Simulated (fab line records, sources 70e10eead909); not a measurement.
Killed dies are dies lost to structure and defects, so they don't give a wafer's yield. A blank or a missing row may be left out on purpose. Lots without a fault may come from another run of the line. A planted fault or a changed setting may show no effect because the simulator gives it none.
A struck lot beside a sound one | flow nand_harc | 16 steps out of a route of 1302
Sound: wafers L518.1, L518.2, L518.6. Struck: wafer L530.3. (L530.6 of the same lot was not struck and is left out.) The cause comes at the end.
At each step with rows: each side's tool, then ch and its chambers, then its first start. Under that, the readings that differ: sound wafers | struck wafers | difference of the means | sigmas: that difference in standard deviations of wafers without a fault.
alike: readings whose means differ by less than 2 such deviations, and words and numbers that are the same on both sides. not compared: withheld readings, readings that some wafer has no value for, bounds like >300 that may hide the same value, and numbers for which the record gives no deviation and whose values overlap.
The two part at a step that has a row with sigmas, a row that says differs or no value, or rows on one side only. Numbers that don't overlap but have no deviation are shown without sigmas and don't part them. A reading that every wafer of one side lacks parts them only if that side has two wafers or more.

NHARC_A_DECK1_JOINT_INSPECT_05:
  sound on defect_inspect-02, day 15 16:44; struck on defect_inspect-01, day 20 19:02
  alike: raw_defect_count
then, 1 step without rows for these wafers: NHARC_A_ONON_D2_DEP_00 (target thk 1000 nm).
NHARC_A_ONON_D2_THK_MEAS_02: measures by ellipsometry.
  sound on film_metro-01, day 15 17:19; struck on film_metro-02, day 20 19:36
  alike: thk_nm
then, 1 step without rows for these wafers: NHARC_A_ONON_D2_DEP_03 (target thk 1000 nm).
NHARC_A_ONON_D2_THK_MEAS_05: measures by ellipsometry.
  sound on film_metro-01, day 15 17:53; struck on film_metro-01, day 20 20:10
  alike: thk_nm
then, 1 step without rows for these wafers: NHARC_A_ONON_D2_DEP_06 (target thk 1000 nm).
NHARC_A_ONON_D2_THK_MEAS_08: measures by ellipsometry.
  sound on film_metro-02, day 15 18:27; struck on film_metro-02, day 20 20:44
  alike: thk_nm
then, 1 step without rows for these wafers: NHARC_A_ONON_D2_DEP_09 (target thk 1000 nm).
NHARC_A_ONON_D2_THK_MEAS_11: measures by ellipsometry.
  sound on film_metro-02, day 15 19:01; struck on film_metro-02, day 20 21:17
  alike: thk_nm
then, 1 step without rows for these wafers: NHARC_A_ONON_D2_DEP_12 (target thk 1000 nm).
NHARC_A_ONON_D2_THK_MEAS_14: measures by ellipsometry.
  sound on film_metro-01, day 15 19:34; struck on film_metro-01, day 20 21:51
  alike: thk_nm
then, 1 step without rows for these wafers: NHARC_A_ONON_D2_ANNEAL_15 (time 3600 s).
NHARC_A_ONON_D2_DEP_16: target thk 1000 nm.
  sound on pecvd_onon-04 ch 0, day 16 02:27; struck on pecvd_onon-03 ch 0, day 21 02:26
  alike: n2_flow_sccm
NHARC_A_ONON_D2_THK_MEAS_18: measures by ellipsometry.
  sound on film_metro-02, day 16 02:58; struck on film_metro-02, day 21 02:50
  reading     | sound       | struck | difference | sigmas
  thk_nm (nm) | 991 991 993 | 896    | -96        | -12
then, 1 step without rows for these wafers: NHARC_A_ONON_D2_DEP_19 (target thk 1000 nm).
-- the record jumps here: 11 days lie between the struck wafers' starts before and after (it left off in module A_ONON_D2 and takes up again in module END, whose first step shown is number 1302 of the route) --
NHARC_END_SORT_01:
  the record has rows for the struck wafers here (prober-02 ch 0, day 32 06:12) and none for the sound ones

WHERE THEY PART
First at NHARC_A_ONON_D2_THK_MEAS_18; last, within this record, at NHARC_END_SORT_01.

WHY: what the simulator had put in
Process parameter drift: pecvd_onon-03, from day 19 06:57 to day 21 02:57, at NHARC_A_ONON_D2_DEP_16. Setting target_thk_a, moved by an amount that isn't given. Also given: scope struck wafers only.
